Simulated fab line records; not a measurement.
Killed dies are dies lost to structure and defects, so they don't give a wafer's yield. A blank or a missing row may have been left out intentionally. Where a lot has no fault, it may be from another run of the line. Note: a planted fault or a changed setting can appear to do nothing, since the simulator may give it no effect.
fab line records	flow nand_harc
[record] lots = 6	wafers = 18	last_day = 23
route steps=1159 shown A_CONTACT@861 END@1159
lots untouched by any fault: they come from a run of this same line in which no faults occurred
start_h: the number of hours between the record's first day and the start of the first shown wafer of the lot	wait_h: how many hours have passed since the lot's step before this one	" unchanged from the row above	L1.1+2: several wafers, shown together as one row	- no value, or no start was given	* or withheld: withheld	< > ~ a bound
route shown NAME@n: NAME is a module with steps in the file, n the number in the route of the first one	usual: mean/standard deviation of fault-free wafers	same: alike in all rows	chamber/n: place in a boat	sites: readings site by site	_std_site: the standard deviation of these	_edge_site: inner sites' mean taken away from outer sites' mean	radius_mm: how far each site lies from the wafer's centre	mask NAME#n: copy n	behind: the tool/chamber that last shaped the wafer	hold: the reason the lot was held/the length of the hold in hours/how it ended	device: the transistor (n, p or np) that didn't switch	end of line: the route-end tests of the same wafers	a step with no rows: only its recipe	killed: dies lost to structure and defects at the first sort, not the wafer's yield	map: a wafer's dies, x killed, . not, _ none there
set.NAME: the run value of the setting; set.NAME@STEP: its run value at that earlier step	model.NAME: the simulator's own value behind a step, which no gauge read
a table for each step, a row for each wafer; lots at some steps of the route
services: when a tool's chamber went out of use (start_h, in hours from the record's first day, below 0 if earlier), for how many hours, and the reason
[[steps]]
[step NHARC_A_CONTACT_ETCH_51]
[recipe] target_depth_a = 36000	over_etch_frac = 0.3	time_s = 936	ion_energy_ev = 150	o2_flow_sccm = 400	cos_flow_sccm = 20	ar_flow_sccm = 0	rf_w = 500	bias_w = 300	chemistry = O2/COS
[usual] drypump_motor_current_A = 5.8/0.49	mfc_ar_sccm = 0.014/0.014	oes_product_au = 1.001/0.0095	rf_vpp_V = 314.6/1.9	showerhead_plenum_p_Torr = 3.15/0.12	throttle_valve_pct = 28.330/0.0099
lot.wafer	tool	chamber	start_h	wait_h	drypump_motor_current_A	mfc_ar_sccm	oes_product_au	rf_hours_counter_h	rf_vpp_V	showerhead_plenum_p_Torr	throttle_valve_pct
L528.2	rie_diel-05	1	-	-	5.7	0.034	0.988	10	314.2	3.18	28.344
L528.4	"	2	"	"	5.5	0	0.999	10	314.4	3.15	28.339
L528.1	"	0	"	"	5.6	0	1.000	12	311.3	2.98	28.341
L529.1	rie_diel-07	0	-	-	6.0	0.036	0.985	30	314.0	3.09	28.320
L529.3	"	2	"	"	6.7	0	1.011	28	316.5	3.25	28.344
L529.6	"	0	"	"	6.0	0.036	0.990	-	314.7	3.09	28.328
L535.1	rie_diel-05	1	-	-	5.7	0.034	0.993	28	314.6	3.17	28.334
L535.2	"	2	"	"	5.5	0	0.993	27	314.4	3.14	28.329
L535.5	"	2	"	"	5.5	0	0.997	-	313.5	3.14	28.315
L537.2	rie_diel-07	2	-	-	6.7	0	0.991	4	315.9	3.24	28.338
L537.4	"	3	"	"	5.0	0.016	0.992	3	316.2	3.31	28.338
L537.3	"	1	"	"	6.1	0.014	1.003	4	314.8	3.21	28.338
L543.3	rie_diel-11	0	-	-	6.1	0	1.013	31	309.8	2.95	28.341
L543.1	"	3	"	"	5.4	0	1.005	32	315.2	3.22	28.331
L543.6	"	0	"	"	6.1	0	1.004	-	311.3	2.95	28.331
L544.1	rie_diel-11	2	-	-	6.0	0.011	0.994	38	311.3	2.95	28.313
L544.2	"	0	"	"	6.1	0	0.998	36	311.2	2.95	28.323
L544.6	"	2	"	"	6.0	0.011	0.995	-	312.7	2.95	28.352
[step NHARC_A_CONTACT_ETCH_111]
[recipe] source_w = withheld	pressure_mtorr = 20	bias_v = withheld	time_s = 140	target_depth_a = 7000	ar_flow_sccm = withheld	c4f8_flow_sccm = withheld	o2_flow_sccm = withheld	chemistry = C4F8/O2/Ar
[step NHARC_A_CONTACT_ETCH_112]
[recipe] source_w = withheld	pressure_mtorr = 20	bias_v = 3000	time_s = 94	target_depth_a = 9220	ar_flow_sccm = withheld	c4f8_flow_sccm = withheld	o2_flow_sccm = withheld	chemistry = C4F8/O2/Ar
[step NHARC_A_CONTACT_ETCH_113]
[recipe] source_w = withheld	pressure_mtorr = 20	bias_v = 3000	time_s = 94	target_depth_a = 9220	ar_flow_sccm = withheld	c4f8_flow_sccm = withheld	o2_flow_sccm = withheld	chemistry = C4F8/O2/Ar
[step NHARC_A_CONTACT_ETCH_114]
[recipe] source_w = withheld	pressure_mtorr = 20	bias_v = 3000	time_s = 94	target_depth_a = 9220	ar_flow_sccm = withheld	c4f8_flow_sccm = withheld	o2_flow_sccm = withheld	chemistry = C4F8/O2/Ar
[step NHARC_A_CONTACT_ETCH_115]
[recipe] source_w = withheld	pressure_mtorr = 20	bias_v = 3000	time_s = 94	target_depth_a = 9220	ar_flow_sccm = withheld	c4f8_flow_sccm = withheld	o2_flow_sccm = withheld	chemistry = C4F8/O2/Ar
[step NHARC_A_CONTACT_ETCH_116]
[recipe] source_w = withheld	pressure_mtorr = 20	bias_v = 3000	time_s = 94	target_depth_a = 9220	ar_flow_sccm = withheld	c4f8_flow_sccm = withheld	o2_flow_sccm = withheld	chemistry = C4F8/O2/Ar
[step NHARC_A_CONTACT_ETCH_117]
[recipe] source_w = withheld	pressure_mtorr = 20	bias_v = 3000	time_s = 94	target_depth_a = 9220	ar_flow_sccm = withheld	c4f8_flow_sccm = withheld	o2_flow_sccm = withheld	chemistry = C4F8/O2/Ar
[step NHARC_A_CONTACT_ETCH_118]
[recipe] source_w = withheld	pressure_mtorr = 20	bias_v = 3000	time_s = 94	target_depth_a = 9220	ar_flow_sccm = withheld	c4f8_flow_sccm = withheld	o2_flow_sccm = withheld	chemistry = C4F8/O2/Ar
[step NHARC_A_CONTACT_ETCH_119]
[recipe] source_w = withheld	pressure_mtorr = 20	bias_v = 3000	time_s = 94	target_depth_a = 9220	ar_flow_sccm = withheld	c4f8_flow_sccm = withheld	o2_flow_sccm = withheld	chemistry = C4F8/O2/Ar
lot.wafer	tool	chamber	start_h	wait_h	rf_hours_counter_h
L528.2	har_cap_etch-03	1	381.26	0.1	86
L528.1	"	0	"	"	86
L528.4	"	0	"	"	-
L529.1	har_cap_etch-03	1	386.47	0.1	88
L529.3	"	0	"	"	-
L529.6	"	1	"	"	-
L535.1	har_cap_etch-01	0	418.45	0.1	60
L535.2	"	1	"	"	60
L535.5	"	1	"	"	-
L537.2	har_cap_etch-03	0	433.95	0.1	96
L537.3	"	0	"	"	-
L537.4	"	1	"	"	-
L543.1	har_cap_etch-01	0	470.20	0.1	68
L543.3	"	1	"	"	-
L543.6	"	0	"	"	-
L544.2	har_cap_etch-01	1	479.93	0.1	71
L544.1	"	0	"	"	71
L544.6	"	0	"	"	-
[step NHARC_A_CONTACT_ETCH_120]
[recipe] source_w = withheld	pressure_mtorr = 20	bias_v = 3000	time_s = 94	target_depth_a = 9220	ar_flow_sccm = withheld	c4f8_flow_sccm = withheld	o2_flow_sccm = withheld	chemistry = C4F8/O2/Ar
lot.wafer	tool	chamber	start_h	wait_h	rf_hours_counter_h
L528.2	har_cap_etch-03	1	381.35	0.1	86
L528.1	"	0	"	"	86
L528.4	"	0	"	"	-
L529.1	har_cap_etch-03	1	386.57	0.1	88
L529.3	"	0	"	"	-
L529.6	"	1	"	"	-
L535.1	har_cap_etch-01	0	418.54	0.1	60
L535.2	"	1	"	"	60
L535.5	"	1	"	"	-
L537.2	har_cap_etch-03	0	434.04	0.1	96
L537.3	"	0	"	"	-
L537.4	"	1	"	"	-
L543.1	har_cap_etch-01	0	470.29	0.1	68
L543.3	"	1	"	"	-
L543.6	"	0	"	"	-
L544.2	har_cap_etch-01	1	480.02	0.1	71
L544.1	"	0	"	"	71
L544.6	"	0	"	"	-
[step NHARC_A_CONTACT_ETCH_121]
[recipe] source_w = withheld	pressure_mtorr = 20	bias_v = 3000	time_s = 94	target_depth_a = 9220	ar_flow_sccm = withheld	c4f8_flow_sccm = withheld	o2_flow_sccm = withheld	chemistry = C4F8/O2/Ar
[step NHARC_A_CONTACT_ETCH_122]
[recipe] source_w = withheld	pressure_mtorr = 20	bias_v = 3000	time_s = 95	target_depth_a = 9300	ar_flow_sccm = withheld	c4f8_flow_sccm = withheld	o2_flow_sccm = withheld	chemistry = C4F8/O2/Ar
lot.wafer	tool	chamber	start_h	wait_h	rf_hours_counter_h
L528.2	har_cap_etch-03	1	381.54	0.1	87
L528.1	"	0	"	"	87
L528.4	"	0	"	"	-
L529.1	har_cap_etch-03	1	386.75	0.1	88
L529.3	"	0	"	"	-
L529.6	"	1	"	"	-
L535.1	har_cap_etch-01	0	418.72	0.1	60
L535.2	"	1	"	"	60
L535.5	"	1	"	"	-
L537.2	har_cap_etch-03	0	434.22	0.1	96
L537.3	"	0	"	"	-
L537.4	"	1	"	"	-
L543.1	har_cap_etch-01	0	470.48	0.1	68
L543.3	"	1	"	"	-
L543.6	"	0	"	"	-
L544.2	har_cap_etch-01	1	480.20	0.1	71
L544.1	"	0	"	"	71
L544.6	"	0	"	"	-
[step NHARC_A_CONTACT_ETCH_123]
[recipe] source_w = withheld	pressure_mtorr = 20	bias_v = 400	time_s = 253	target_depth_a = 10900	ar_flow_sccm = withheld	c4f8_flow_sccm = 11.5	o2_flow_sccm = 7.2	chemistry = C4F8/O2/Ar
[step NHARC_A_CONTACT_ETCH_90]
[recipe] target_depth_a = 400	over_etch_frac = 0.5	time_s = 85.7	ion_energy_ev = 120	ch3f_flow_sccm = 50	o2_flow_sccm = 30	ar_flow_sccm = 200	rf_w = 500	bias_w = 100	chemistry = CH3F/O2
[step NHARC_A_CONTACT_ETCH_96]
[recipe] target_depth_a = 200	over_etch_frac = 0.5	time_s = 10	ion_energy_ev = 250	c4f6_flow_sccm = 25	o2_flow_sccm = 20	ar_flow_sccm = 500	rf_w = 600	bias_w = 500	chemistry = C4F6/O2
[step NHARC_A_CONTACT_CD_MEAS_53]
[usual] cd_nm = 189.6/0.84
lot.wafer	tool	chamber	start_h	wait_h	cd_nm
L528.1	cd_sem-03	-	382.48	-	189.4
L528.2	"	-	"	"	189.7
L528.4	"	-	"	"	189.0
L529.1	cd_sem-02	-	387.64	-	190.3
L529.3	"	-	"	"	189.8
L529.6	"	-	"	"	190.2
L535.1	cd_sem-02	-	419.64	-	189.0
L535.2	"	-	"	"	189.7
L535.5	"	-	"	"	189.8
L537.2	cd_sem-03	-	435.13	-	189.8
L537.3	"	-	"	"	189.8
L537.4	"	-	"	"	189.4
L543.1	cd_sem-01	-	471.40	-	188.5
L543.3	"	-	"	"	189.3
L543.6	"	-	"	"	189.2
L544.1	cd_sem-02	-	481.11	-	187.7
L544.2	"	-	"	"	188.3
L544.6	"	-	"	"	188.0
[step NHARC_A_CONTACT_STRIP_99]
[recipe] n2_flow_sccm = 150	h2_flow_sccm = 150	ar_flow_sccm = 0	bias_w = 0	chemistry = N2/H2
[step NHARC_A_CONTACT_STRIP_100]
[recipe] cf4_flow_sccm = 100	chf3_flow_sccm = 30	ar_flow_sccm = 0	bias_w = 0	chemistry = CF4/CHF3
[step NHARC_A_CONTACT_STRIP_101]
[recipe] o2_flow_sccm = 400	cos_flow_sccm = 20	ar_flow_sccm = 0	bias_w = 0	chemistry = O2/COS
[step NHARC_A_CONTACT_ETCH_102]
[recipe] target_depth_a = 700	overetch_a = 70	time_s = 38.5	ion_energy_ev = 100	cf4_flow_sccm = 80	o2_flow_sccm = 20	ar_flow_sccm = 0	rf_w = 300	bias_w = 100	chemistry = CF4/O2
[step NHARC_A_CONTACT_STRIP_55]
[recipe] o2_flow_sccm = 500	ar_flow_sccm = 0	bias_w = 0	chemistry = O2
[step NHARC_A_CONTACT_STRIP_56]
[recipe] time_s = 600	temp_c = 30	chemistry = post_etch_residue_remover
[step NHARC_A_CONTACT_DEP_57]
[recipe] target_thk_a = 28000	temp_c = 400	material = aC
[usual] susceptor_temp_C = 400.00/0.24	throttle_valve_pct = 35.000/0.0095
lot.wafer	tool	chamber	start_h	wait_h	susceptor_temp_C	throttle_valve_pct
L528.1	acl_dep-01	0	383.42	-	-	34.993
L528.2	"	0	"	"	-	34.993
L528.4	"	0	"	"	-	34.989
L529.1	acl_dep-01	0	388.64	-	400.23	34.997
L529.3	"	0	"	"	400.15	34.997
L529.6	"	0	"	"	400.20	35.000
L535.1	acl_dep-02	0	421.05	-	400.28	34.997
L535.2	"	0	"	"	400.16	35.005
L535.5	"	0	"	"	400.19	35.000
L537.2	acl_dep-02	0	436.36	-	-	34.994
L537.3	"	0	"	"	-	34.988
L537.4	"	0	"	"	-	35.007
L543.1	acl_dep-02	0	473.10	-	400.25	34.988
L543.3	"	0	"	"	400.37	34.989
L543.6	"	0	"	"	400.31	35.008
L544.1	acl_dep-03	0	486.54	-	400.29	34.986
L544.2	"	0	"	"	400.23	35.026
L544.6	"	0	487.98	-	400.37	35.004
[step NHARC_A_CONTACT_DEP_58]
[recipe] target_thk_a = 600	target_thk_nm = 60	temp_c = 400	pressure_torr = 3.5	flow_sccm = 200	rf_w = 350	material = SiON
[step NHARC_A_CONTACT_DEHYDRATE_59]
[recipe] temp_c = 150	time_s = 120
[step NHARC_A_CONTACT_HMDS_60]
[recipe] time_s = 30
[step NHARC_A_CONTACT_COAT_61]
[recipe] temp_c = 260	time_s = 75
[step NHARC_A_CONTACT_COAT_62]
[recipe] temp_c = 225	time_s = 65
[step NHARC_A_CONTACT_COAT_63]
[recipe] spin_rpm = 1500	resist_thk_nm = 90
[step NHARC_A_CONTACT_SOFTBAKE_64]
[recipe] temp_c = 105	time_s = 55
[step NHARC_A_CONTACT_EBR_65]
[step NHARC_A_CONTACT_EXPOSE_66]
[recipe] na = 1.35	sigma_outer = 0.8	dose_mj = 59.02	mask_id = A_CC_2
[step NHARC_A_CONTACT_PEB_67]
[recipe] peb_temp_c = 100	peb_time_s = 65
[step NHARC_A_CONTACT_DEVELOP_68]
[recipe] develop_time_s = 35	dev_temp_c = 23
[step NHARC_A_CONTACT_CD_MEAS_69]
[recipe] target_cd_nm = 200	landing_energy_ev = 500
[usual] cd_nm = 200.3/0.5
lot.wafer	tool	chamber	start_h	wait_h	cd_nm
L528.1	cd_sem-01	0	385.97	-	199.8
L528.2	"	0	"	"	199.1
L528.4	"	0	"	"	199.5
L529.1	cd_sem-01	0	391.44	-	201.3
L529.3	"	0	"	"	200.3
L529.6	"	0	"	"	200.6
L535.1	cd_sem-01	0	423.53	-	200.8
L535.2	"	0	"	"	200.6
L535.5	"	0	"	"	200.8
L537.2	cd_sem-02	0	438.39	-	199.7
L537.3	"	0	"	"	199.5
L537.4	"	0	"	"	199.2
L543.1	cd_sem-02	0	475.58	-	200.3
L543.3	"	0	"	"	200.3
L543.6	"	0	"	"	200.6
L544.1	cd_sem-01	0	489.02	-	199.9
L544.2	"	0	"	"	199.7
L544.6	"	0	"	"	199.6
[step NHARC_A_CONTACT_OVL_MEAS_70]
[usual] overlay_x_nm = 0.1/0.68	overlay_y_nm = 0.0/0.71
lot.wafer	tool	chamber	start_h	wait_h	overlay_x_nm	overlay_y_nm
L528.1	overlay-01	-	386.06	-	1.3	0.3
L528.2	"	-	"	"	1.3	-0.2
L528.4	"	-	"	"	1.7	0.3
L529.1	overlay-02	-	391.53	-	0.5	-0.2
L529.3	"	-	"	"	0.6	0.1
L529.6	"	-	"	"	1.0	-0.4
L535.1	overlay-02	-	423.61	-	0.1	0.2
L535.2	"	-	"	"	0.7	0.3
L535.5	"	-	"	"	0.6	0.2
L537.2	overlay-01	-	438.48	-	0.1	0.4
L537.3	"	-	"	"	0.1	0.2
L537.4	"	-	"	"	0.4	0.6
L543.1	overlay-01	-	475.67	-	0.2	0.7
L543.3	"	-	"	"	0.2	0.1
L543.6	"	-	"	"	0.2	0.2
L544.1	overlay-02	-	489.11	-	-0.4	-0.7
L544.2	"	-	"	"	-0.7	-0.5
L544.6	"	-	"	"	-0.2	-0.9
[step NHARC_A_CONTACT_DESCUM_74]
[recipe] time_s = 3	o2_flow_sccm = 200	ar_flow_sccm = 0	bias_power_w = 0	chemistry = O2
[step NHARC_A_CONTACT_ETCH_75]
[recipe] target_depth_a = 390	over_etch_frac = 0.3	time_s = 65	ion_energy_ev = 80	cf4_flow_sccm = 150	ar_flow_sccm = 0	rf_w = 300	bias_w = 100	chemistry = CF4
[step NHARC_A_CONTACT_ETCH_76]
[recipe] target_depth_a = 2600	over_etch_frac = 0.3	time_s = 475.3	ion_energy_ev = 200	n2_flow_sccm = 150	h2_flow_sccm = 150	ar_flow_sccm = 0	rf_w = 400	bias_w = 150	chemistry = N2/H2
[step NHARC_A_CONTACT_ETCH_77]
[recipe] target_depth_a = 726	time_s = 36.3	cf4_flow_sccm = 100	chf3_flow_sccm = 30	ar_flow_sccm = 0	rf_w = 500	bias_w = 200	chemistry = CF4/CHF3
[usual] cf4_flow_sccm = 100.01/0.3	drypump_motor_current_A = 5.9/0.55	mfc_ar_sccm = 0.013/0.013	oes_product_au = 0.939/0.021	rf_vpp_V = 371.1/2.2	showerhead_plenum_p_Torr = 1.59/0.061	throttle_valve_pct = 16.801/0.0084
lot.wafer	tool	chamber	start_h	wait_h	cf4_flow_sccm	drypump_motor_current_A	mfc_ar_sccm	oes_product_au	rf_hours_counter_h	rf_vpp_V	showerhead_plenum_p_Torr	throttle_valve_pct
L528.1	rie_diel-05	0	-	-	100.38	5.6	0	0.937	13	367.1	1.50	16.796
L528.2	"	1	"	"	99.99	5.7	0.034	0.929	12	370.3	1.60	16.797
L528.4	"	1	"	"	100.17	5.7	0.034	0.936	-	371.0	1.60	16.804
L529.1	rie_diel-11	3	-	-	100.29	5.4	0	0.950	4	372.5	1.63	16.804
L529.3	"	1	"	"	99.60	5.6	0.010	0.951	5	367.0	1.47	16.802
L529.6	"	3	"	"	100.19	5.4	0	0.963	-	373.7	1.63	16.798
L535.1	rie_diel-11	0	-	-	100.17	6.1	0	0.965	16	367.6	1.49	16.802
L535.2	"	2	"	"	99.78	5.9	0.011	0.931	18	367.4	1.49	16.798
L535.5	"	1	"	"	99.97	5.6	0.010	0.942	-	368.2	1.47	16.806
L537.4	rie_diel-07	2	-	-	100.24	6.7	0	0.929	6	372.3	1.64	16.787
L537.3	"	3	"	"	100.52	5.0	0.016	0.929	5	374.5	1.67	16.790
L537.2	"	0	"	"	99.62	6.1	0.036	0.938	4	371.3	1.56	16.786
L543.3	rie_diel-05	3	-	-	99.72	5.5	0.030	0.936	44	372.6	1.62	16.810
L543.1	"	0	"	"	99.99	5.6	0	0.929	48	368.3	1.49	16.798
L543.6	"	0	"	"	100.07	5.6	0	0.918	-	368.8	1.49	16.788
L544.2	rie_diel-07	1	-	-	100.21	6.1	0.014	0.922	16	372.2	1.61	16.801
L544.1	"	2	"	"	100.43	6.8	0	0.924	17	372.0	1.63	16.818
L544.6	"	0	"	"	100.42	6.0	0.036	0.931	-	370.4	1.55	16.795
[step NHARC_END_SORT_01]
[recipe] temp_c = 25
[usual] killed_at_array = 29/11	killed_at_other = 0.7/1.1	killed_at_periphery = 3.1/2	killed_dies = 33/11	killed_open = 3.5/1.8	killed_short = 2.0/1.4
[same] gross_dies = 677
lot.wafer	tool	chamber	start_h	wait_h	killed_at_array	killed_at_other	killed_at_periphery	killed_dies	killed_open	killed_short
L543.3	prober-01	0	548.19	3.1	134	0	4	138	2	2
L544.1	prober-01	0	554.44	2.5	36	0	1	37	5	1
L544.2	prober-01	0	555.24	2.8	130	1	6	137	2	1
// killed by level:class
L543.3 A_CONTACT:unspecified=86 A_SLIT:chamber_film_flake=19 A_CHANNEL_HOLE_D1:chamber_film_flake=17 A_STAIRCASE:chamber_film_flake=4 A_CONTACT:chamber_film_flake=3 A_WL_FILL:geometric_particle:short=2 A_CONTACT:geometric_particle:open=2 P_GATE:chamber_film_flake=2
L544.1 A_CHANNEL_HOLE_D1:chamber_film_flake=12 A_SLIT:chamber_film_flake=11 A_STAIRCASE:chamber_film_flake=6 A_ONON_D1:geometric_particle:open=3 A_CONTACT:geometric_particle:open=2 A_CHANNEL_HOLE_D1:geometric_particle:short=1 P_ZERO_WELL:chamber_film_flake=1 A_CONTACT:chamber_film_flake=1
L544.2 A_CONTACT:unspecified=92 A_CHANNEL_HOLE_D1:chamber_film_flake=18 A_SLIT:chamber_film_flake=13 P_ZERO_WELL:chamber_film_flake=3 A_STAIRCASE:chamber_film_flake=3 P_GATE:chamber_film_flake=2 A_CONTACT:chamber_film_flake=2 P_M1:geometric_particle:open=1
// map L543.3 (x killed, . not)
____________.____________
_________......._________
_______..........._______
______.............______
_____..............._____
____................x____
____.............x...____
___..............xx...___
___............xxxxx..___
__...x.........xxxxxx.x__
__.x...x........xxxxxx.__
_....x.........xxxxxxx.._
_..x.x.x.....x.xxxxxxx.._
_..x.x.x.......xxxxxxx.._
_..x..x......xxxxxxxxxx._
_.....x.......xxxxxxxx.._
...xx........xxxxxxxx.x..
x...x.x.....x..xxxxxxx...
....x...........xxxx.....
.................xxxx....
.....xx..................
_.........x............._
_..............xx.x....._
_............xx........._
_.............x.......x._
_.........x..x.x........_
__............x.xxx....__
__........x..x...x.x...__
___...........xxx.....___
___............xx.....___
____............x....____
____.........xx......____
_____..........x...._____
______........x....______
_______..........._______
_________...x..._________
____________.____________
// map L544.2 (x killed, . not)
____________.____________
_________......._________
_______..x........_______
______.x...........______
_____..............._____
____.................____
____............x..x.____
___............x...x..___
___.....x..........xx.___
__......x.....xxxxxxx..__
__...xx........xxxxxxx.__
_.x.xx.........xxxxxxx.._
_..xxxxxx......xxxxxxx.._
_..x.x.x.....xxxxxxxxxx._
_....xxx....x.xxxxxxxxx._
_....xx.x....xxxxxxxxxx._
..x.xx..x......xxxxxxxx..
....xx.........xxxxxxx...
...x...x.......xxxxxxx...
................xxxx.x...
.......x..........x......
_......................._
_......................._
_.............x........._
_.x....................._
_.......x..............._
__.....................__
__...x...x.............__
___..x................___
___...xx..............___
____.................____
____.........xx.x....____
_____............x.._____
______.............______
_______..........._______
_________......._________
____________.____________
[[services]]
tool	chamber	start_h	hours	kind
rie_diel-07	0	360.33	-	clean
rie_diel-07	1	360.33	-	clean
rie_diel-07	2	360.33	-	clean
rie_diel-07	3	360.33	-	clean
rie_diel-11	-	367.18	9.0	pm
rie_diel-11	0	367.18	9.0	vent_cycle
rie_diel-11	1	367.18	9.0	vent_cycle
rie_diel-11	2	367.18	9.0	vent_cycle
rie_diel-11	3	367.18	9.0	vent_cycle
rie_diel-05	0	374.27	-	clean
rie_diel-05	1	374.27	-	clean
rie_diel-05	2	374.27	-	clean
rie_diel-05	3	374.27	-	clean
rie_diel-11	0	376.18	-	clean
rie_diel-11	1	376.18	-	clean
rie_diel-05	3	381.74	12.5	repair
rie_diel-07	-	405.62	9.0	pm
acl_dep-03	-	407.47	13.0	pm
rie_diel-05	1	423.83	4.1	repair
rie_diel-11	1	427.98	3.9	repair
rie_diel-07	3	440.93	18.8	repair
rie_diel-11	0	458.10	3.9	repair
acl_dep-01	-	474.42	13.0	pm
rie_diel-11	-	479.81	0.3	repair
[[key]]
[first_sign] step = NHARC_END_SORT_01	reading = killed_dies	direction = up	sigmas = 9.8	usual = 33	struck = 138
[effect] step = NHARC_END_SORT_01	reading = killed_at_array	direction = up	sigmas = 9.6	usual = 29	struck = 132
[more_kills_born_at] NHARC_A_CONTACT_ETCH_122@har_cap_etch-01 = 177
met_at NHARC_A_CONTACT_ETCH_122
struck_wafers L543.3,L544.2
tester_left_out L543,L544
onset_between 418.72 470.48
[fault] kind = chamber_particle_source	tool = har_cap_etch-01	chamber = 1	onset_h = 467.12	steps = NHARC_A_CONTACT_ETCH_122	rate_per_visit_cm2 = 0.99904	end_h = 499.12
// tester_left_out: of these lots the tester's yield and bins aren't shown, on N5 and GAA mostly nor the transistor test; their killed dies are dies lost to structure and defects alone, not to doping, threshold or leakage, so they don't give the yield
